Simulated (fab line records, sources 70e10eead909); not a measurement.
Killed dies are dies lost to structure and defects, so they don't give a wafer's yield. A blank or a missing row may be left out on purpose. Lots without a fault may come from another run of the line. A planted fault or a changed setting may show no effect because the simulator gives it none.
Chamber matching | flow nand_harc | NHARC_P_CONTACT_ALD_22 on ald_metal-02: 4 sister chambers
The step deposits TiN, target thk 3 nm, pulse time 1 s, ald cycles 150. 20 wafers are shown with their chamber, then 10 later ones without.

WAFERS WITH THEIR CHAMBER
wafer  | chamber | heater_power_w (W) | precursor_pulse_height_rel
L077.1 | 1       | 1194               | 1.015
L077.3 | 2       | 948                | 0.987
L077.5 | 1       | 1141               | 0.980
L079.1 | 2       | 953                | 1.013
L079.4 | 1       | 1193               | 0.963
L079.5 | 2       | 963                | 0.999
L082.1 | 0       | 1199               | 0.998
L082.2 | 1       | 1171               | 0.998
L082.6 | 1       | 1189               | 1.007
L085.2 | 0       | 1192               | 0.995
L085.3 | 1       | 1177               | 1.000
L085.4 | 2       | 977                | 1.020
L088.2 | 3       | 923                | 0.992
L088.5 | 1       | 1203               | 0.974
L088.6 | 2       | 895                | 0.982
L091.2 | 0       | 1120               | 0.989
L091.3 | 1       | 1202               | 1.020
L091.4 | 3       | 938                | 0.988
L093.2 | 3       | 952                | 0.995
L093.4 | 0       | 1110               | 0.972

SIGNATURES (means of the wafers above)
reading                    | chamber 0 | chamber 1 | chamber 2 | chamber 3 | scatter within a chamber
heater_power_w             | 1155.25   | 1183.75   | 947.20    | 937.67    | 29.4
precursor_pulse_height_rel | 0.98850   | 0.99462   | 1.00020   | 0.99167   | 0.0166
Rule: a wafer's distance from a chamber is the root of the sum, over the readings, of the square of ((its reading less the chamber's mean) divided by the reading's scatter). The wafer belongs to the nearest chamber; if the next one is less than 2 further off, it can't be placed. The scatter: the root of (the sum of the squares of (reading less its chamber's mean) over the shown wafers, divided by (wafers less chambers)).

WAFERS WITHOUT THEIR CHAMBER
wafer  | heater_power_w (W) | precursor_pulse_height_rel
L093.5 | 1172               | 0.978
L094.1 | 1172               | 1.016
L094.3 | 1136               | 1.002
L094.5 | 1125               | 0.957
L095.2 | 1142               | 0.999
L095.4 | 1158               | 0.971
L095.6 | 1123               | 0.986
L097.2 | 1138               | 0.995
L097.3 | 1220               | 1.025
L097.4 | 917                | 0.961

WHICH CHAMBER EACH WENT THROUGH
wafer  | from the rows above     | in truth
L093.5 | can't be placed: 0 or 1 | 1
L094.1 | can't be placed: 1 or 0 | 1
L094.3 | can't be placed: 0 or 1 | 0
L094.5 | can't be placed: 0 or 1 | 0
L095.2 | can't be placed: 0 or 1 | 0
L095.4 | can't be placed: 0 or 1 | 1
L095.6 | can't be placed: 0 or 1 | 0
L097.2 | can't be placed: 0 or 1 | 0
L097.3 | can't be placed: 1 or 0 | 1
L097.4 | can't be placed: 3 or 2 | 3
Placed correctly: 0 of 10. Can't be placed from these rows: 10 (the true chamber is among the candidates in 10). Placed wrongly: 0.
